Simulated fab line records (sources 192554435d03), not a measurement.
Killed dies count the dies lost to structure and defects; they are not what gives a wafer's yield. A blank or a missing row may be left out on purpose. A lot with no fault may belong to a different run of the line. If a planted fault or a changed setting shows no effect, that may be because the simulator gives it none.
fab line records | flow n5Finfet | part 2 of 2: steps 16 to 26 of 26
[record] lots = 5 wafers = 15 lastDay = 18
route steps=1938 shown BEOL_M8@1364
lots untouched by any fault: they come from a run of this same line in which no faults occurred
startH: hours from the record's opening day to when the first of the lot's shown wafers began | waitH: hours from the lot's prior step to this one | " as in the row above | L1.1+2: one row covering several wafers at once | - value missing, or start not given | * or withheld: withheld | < > ~ a bound
route shown NAME@n: NAME is a module with steps in the file, n the number in the route of the first one | usual: the fault-free wafers' mean and standard deviation | same: alike in all rows | chamber/n: place in a boat | sites: each site's reading | _std_site: how widely they spread, as a standard deviation | _edge_site: the outer-site mean with the inner-site mean subtracted | radiusMm: how far each site lies from the wafer's centre | mask NAME#n: copy n | behind: the tool/chamber that last shaped the wafer | hold: reason for holding the lot/hours on hold/outcome of the hold | device: the transistor (n, p or np) that didn't switch | end of line: tests run on the same wafers once the route is complete | step lacking rows: just its recipe | killed: count of dies lost to structure and defects at first sort (not the wafer's yield) | map: per-die view of a wafer (x killed, . not killed, _ where there is no die)
set.NAME: the setting as run; set.NAME@STEP: as run at that earlier step | model.NAME: the simulator's own value behind a step, which no gauge read
a table for each step, a row for each wafer; lots at some steps of the route
services: from which hour (startH, from the record's first day; less than 0 if before it) a tool's chamber was out of use, for how many hours, and why
[[steps]]
[step N5_BEOL_M8_STRIP_80]
[recipe] chemistry = N2/H2 timeS = 10 powerW = 450 tempC = 40 pressureMtorr = 20 rfFrequencyHz = 6e+07 biasPowerW = 7 n2FlowSccm = 200 h2FlowSccm = 200
[usual] biasPowerW = 7.000/0.021 drypumpMotorCurrentA = 5.82/0.3 oesProductAu = 0.80/0.087 rfVppV = 59.2/0.84 showerheadPlenumPTorr = 2.51/0.096 throttleValvePct = 23.6/0.39
// columns lot.wafer tool chamber startH waitH biasPowerW drypumpMotorCurrentA oesProductAu rfHoursCounterH rfVppV showerheadPlenumPTorr throttleValvePct
L086.2 rieDiel-03 2 - - 6.993 6.18 0.77 107 60.5 2.66 24.1
L086.5 " 3 " " 6.995 5.31 0.78 - 60.1 2.58 23.8
L086.6 " 0 " " 7.027 5.68 0.88 - 59.4 2.60 23.7
L090.2 rieDiel-03 2 - - 7.000 6.16 0.77 110 59.1 2.66 24.1
L090.3 " 3 " " 7.021 5.31 0.78 104 58.3 2.58 23.8
L090.5 " 2 " " 6.981 6.16 0.76 - 60.5 2.66 24.1
L089.1 rieDiel-04 3 - - 6.971 6.14 0.83 75 59.2 2.44 23.3
L089.2 " 1 " " 7.015 5.98 0.67 226 57.5 2.38 23.1
L089.4 " 2 " " 6.982 5.82 0.83 63 60.3 2.48 23.7
L091.2 rieDiel-04 1 - - 7.004 5.98 0.67 228 58.5 2.38 23.1
L091.4 " 2 " " 7.016 5.84 0.83 65 60.8 2.48 23.7
L091.6 " 3 " " 6.968 6.15 0.83 - 59.2 2.44 23.3
L097.1 rieDiel-04 3 - - 7.017 6.17 0.81 96 58.7 2.43 23.4
L097.4 " 1 " " 6.991 5.98 0.65 - 58.6 2.37 23.1
L097.6 " 3 " " 6.969 6.15 0.82 - 59.0 2.43 23.4
[step N5_BEOL_M8_OCD_MEAS_38]
[usual] trenchDepthNm = 93/3.5
// columns lot.wafer tool chamber startH waitH trenchDepthNm
L086.2 ocd-01 - 295.41 - 93
L086.5 " - " " 92
L086.6 " - " " 95
L090.2 ocd-02 - 302.31 - 93
L090.3 " - " " 93
L090.5 " - " " 93
L089.1 ocd-02 - 302.84 - 96
L089.2 " - " " 87
L089.4 " - " " 91
L091.2 ocd-01 - 310.67 - 86
L091.4 " - " " 89
L091.6 " - " " 97
L097.1 ocd-01 - 359.37 - 96
L097.4 " - " " 85
L097.6 " - " " 95
[step N5_BEOL_M8_HM_STRIP_39]
[recipe] chemistry = peroxideTinStrip material = TiN targetDepthA = 250 tempC = 50 timeS = 158
[usual] bathGuardTempC = 50.1/0.54
// columns lot.wafer tool chamber startH waitH bathGuardTempC
L086.2 wetBench-02 5 295.44 0.0 51.5
L086.5 " 3 " " 50.4
L086.6 " 2 " " 49.4
L090.2 wetBench-05 2 302.35 0.0 50.5
L090.3 " 0 " " 50.4
L090.5 " 3 " " 50.7
L089.1 wetBench-05 0 302.87 0.0 50.3
L089.2 " 3 " " 50.3
L089.4 " 6 " " 50.2
L091.2 wetBench-02 0 310.70 0.0 50.3
L091.4 " 4 " " 50.0
L091.6 " 3 " " 50.4
L097.1 wetBench-03 1 359.40 0.0 49.7
L097.4 " 4 " " 49.9
L097.6 " 7 " " 50.1
[step N5_BEOL_M8_SRD_40]
[recipe] timeS = 30 tempC = 23 rinseLiquid = diw dry = ipaMarangoni
// columns lot.wafer tool chamber startH waitH
L086.2+5+6 wetBench-02 5,3,2 295.53 0.0
L090.2+3+5 wetBench-05 2,0,3 302.39 0.0
L089.1+2+4 wetBench-05 0,3,6 302.92 0.0
L091.2+4+6 wetBench-02 0,4,3 310.80 0.0
L097.1+4+6 wetBench-03 1,4,7 359.45 0.0
[step N5_BEOL_M8_PRECLEAN_42]
[recipe] chemistry = residueRemover timeS = 60 tempC = 40
[usual] bathGuardTempC = 40.1/0.55
// columns lot.wafer tool chamber startH waitH bathGuardTempC
L086.2 wetBench-02 5 295.57 0.0 41.5
L086.5 " 3 " " 40.4
L086.6 " 2 " " 39.8
L090.2 wetBench-05 2 302.41 0.0 40.4
L090.3 " 0 " " 39.9
L090.5 " 3 " " 40.2
L089.1 wetBench-05 0 302.93 0.0 40.5
L089.2 " 3 " " 40.5
L089.4 " 6 " " 40.6
L091.2 wetBench-02 0 310.83 0.0 40.4
L091.4 " 4 " " 40.1
L091.6 " 3 " " 40.3
L097.1 wetBench-03 1 359.46 0.0 40.1
L097.4 " 4 " " 39.4
L097.6 " 7 " " 40.3
[step N5_BEOL_M8_SRD_43]
[recipe] timeS = 30 tempC = 23 rinseLiquid = diw dry = ipaMarangoni
// columns lot.wafer tool chamber startH waitH
L086.2+5+6 wetBench-02 5,3,2 295.60 0.0
L090.2+3+5 wetBench-05 2,0,3 302.43 0.0
L089.1+2+4 wetBench-05 0,3,6 302.95 0.0
L091.2+4+6 wetBench-02 0,4,3 310.86 0.0
L097.1+4+6 wetBench-03 1,4,7 359.48 0.0
[step N5_BEOL_M8_CD_MEAS_35]
[recipe] targetCdNm = 40 polarity = opening
[usual] cdNm = 39.9/0.87
// columns lot.wafer tool chamber startH waitH cdNm
L086.2 cdSem-03 - 295.67 0.0 40.2
L086.5 " - " " 39.5
L086.6 " - " " 39.4
L090.2 cdSem-01 - 302.47 0.0 38.7
L090.3 " - " " 39.1
L090.5 " - " " 38.8
L089.1 cdSem-02 - 302.99 0.0 39.2
L089.2 " - " " 40.3
L089.4 " - " " 38.9
L091.2 cdSem-01 - 310.92 0.0 39.1
L091.4 " - " " 39.6
L091.6 " - " " 38.5
L097.1 cdSem-03 - 359.52 0.0 41.4
L097.4 " - " " 39.0
L097.6 " - " " 41.7
[step N5_BEOL_M8_CURE_75]
[recipe] tempC = 370 timeS = 120 ambient = DMADMS/He material = SiCOH_lowk
[usual] lampPowerPct = 52.31/0.053 wafer_temp_C_max = 371.9/0.77
// columns lot.wafer tool chamber startH waitH lampPowerPct wafer_temp_C_max
L086.2 uvCure-01 1 295.76 0.1 52.41 371.4
L086.5 " 1 " " 52.27 372.1
L086.6 " 1 " " 52.25 371.4
L090.2 uvCure-01 0 302.96 0.5 52.35 371.4
L090.3 " 0 " " 52.31 371.9
L090.5 " 0 " " 52.29 371.4
L089.1 uvCure-03 2 303.23 0.2 52.31 371.2
L089.2 " 2 " " 52.31 371.3
L089.4 " 2 " " 52.31 371.6
L091.2 uvCure-02 0 311.01 0.1 52.31 372.0
L091.4 " 0 " " 52.24 372.0
L091.6 " 0 " " 52.28 371.4
L097.1 uvCure-03 1 359.56 0.0 52.23 372.7
L097.4 " 1 " " 52.34 372.4
L097.6 " 1 " " 52.27 372.6
[step N5_BEOL_M8_DEGAS_44]
[recipe] ambient = vacuum tempC = 250 timeS = 60
[usual] heaterPowerW = 351/53 susceptorTempC = 250.00/0.17
// columns lot.wafer tool chamber startH waitH heaterPowerW susceptorTempC
L086.2 pvdSputter-02 - 296.21 0.4 277 249.77
L086.5 " - " " 308 249.61
L086.6 " - " " 465 249.80
L090.2 pvdSputter-02 - 303.53 0.5 327 249.98
L090.3 " - " " 282 249.99
L090.5 " - " " 328 249.84
L089.1 pvdSputter-03 - 303.56 0.3 264 250.10
L089.2 " - " " 346 250.08
L089.4 " - " " 392 250.10
L091.2 pvdSputter-01 - 311.30 0.2 313 250.16
L091.4 " - " " 358 249.92
L091.6 " - " " 312 250.06
L097.1 pvdSputter-01 - 359.95 0.3 335 250.27
L097.4 " - " " 379 250.01
L097.6 " - " " 373 250.08
[step N5_BEOL_M8_PRE_CLEAN_45]
[recipe] gas = H2/He timeS = 30 tempC = 250
[usual] heaterPowerW = 351/53 susceptorTempC = 249.97/0.17
// columns lot.wafer tool chamber startH waitH heaterPowerW susceptorTempC
L086.2 pvdSputter-02 - 296.25 0.0 282 249.81
L086.5 " - " " 328 249.76
L086.6 " - " " 469 249.95
L090.2 pvdSputter-02 - 303.57 0.0 322 249.60
L090.3 " - " " 281 249.87
L090.5 " - " " 327 249.86
L089.1 pvdSputter-03 - 303.60 0.0 265 249.89
L089.2 " - " " 334 249.93
L089.4 " - " " 384 250.36
L091.2 pvdSputter-01 - 311.34 0.0 316 250.11
L091.4 " - " " 356 250.09
L091.6 " - " " 327 249.86
L097.1 pvdSputter-01 - 360.00 0.0 344 249.95
L097.4 " - " " 368 249.66
L097.6 " - " " 366 249.64
[step N5_BEOL_M8_ALD_77]
[recipe] material = TaN targetThkA = 20 tempC = 275 aldPrecursorFamily = PDMAT aldCoReactant = NH3 pressureTorr = 3 carrierFlowSccm = 1500 pulseTimeS = 2 purgeTimeS = 3 coReactantPurgeTimeS = 2 coReactantPulseTimeS = 3 aldCycles = 40 precursorVesselTempC = 75 precursorVesselPressureTorr = 26.25 precursorVesselCarrierSccm = 1000
[usual] heaterPowerW = 400/36 susceptorTempC = 274.96/0.17
[same] coReactantPurgeTimeS = 2
// columns lot.wafer tool chamber startH waitH heaterPowerW susceptorTempC
L086.2 aldMetal-01 3 296.31 0.0 423 275.03
L086.5 " 2 " " 417 275.22
L086.6 " 3 " " 408 275.21
L090.2 aldMetal-01 2 303.63 0.0 414 274.79
L090.3 " 3 " " 430 274.87
L090.5 " 0 " " 381 274.77
L089.1 aldMetal-02 0 303.89 0.3 334 274.77
L089.2 " 1 " " 400 274.88
L089.4 " 2 " " 411 274.89
L091.2 aldMetal-02 2 311.47 0.1 403 274.55
L091.4 " 0 " " 342 275.13
L091.6 " 3 " " 403 274.66
L097.1 aldMetal-02 1 360.06 0.0 401 275.08
L097.4 " 0 " " 351 274.83
L097.6 " 2 " " 404 275.14
[[services]]
// columns tool chamber startH hours kind
wetBench-03 - 310.19 1.2 repair
aldMetal-01 3 330.83 55.9 repair
aldMetal-01 - 337.25 14.0 pm
aldMetal-01 0 337.25 14.0 ventCycle
aldMetal-01 1 337.25 14.0 ventCycle
aldMetal-01 2 337.25 14.0 ventCycle
rieDiel-04 0 342.77 - clean
rieDiel-04 0 342.77 - consumableReplace:focusRing
rieDiel-04 0 342.77 - consumableReplace:showerhead
rieDiel-04 0 342.77 20.9 scheduledDown
rieDiel-04 0 342.77 20.9 ventCycle
rieDiel-03 3 343.44 1.5 repair
aldMetal-01 0 351.25 - clean
aldMetal-01 1 351.25 - clean
aldMetal-01 2 351.25 - clean
uvCure-03 - 355.17 2.8 pm
pvdSputter-02 - 356.72 4.6 repair
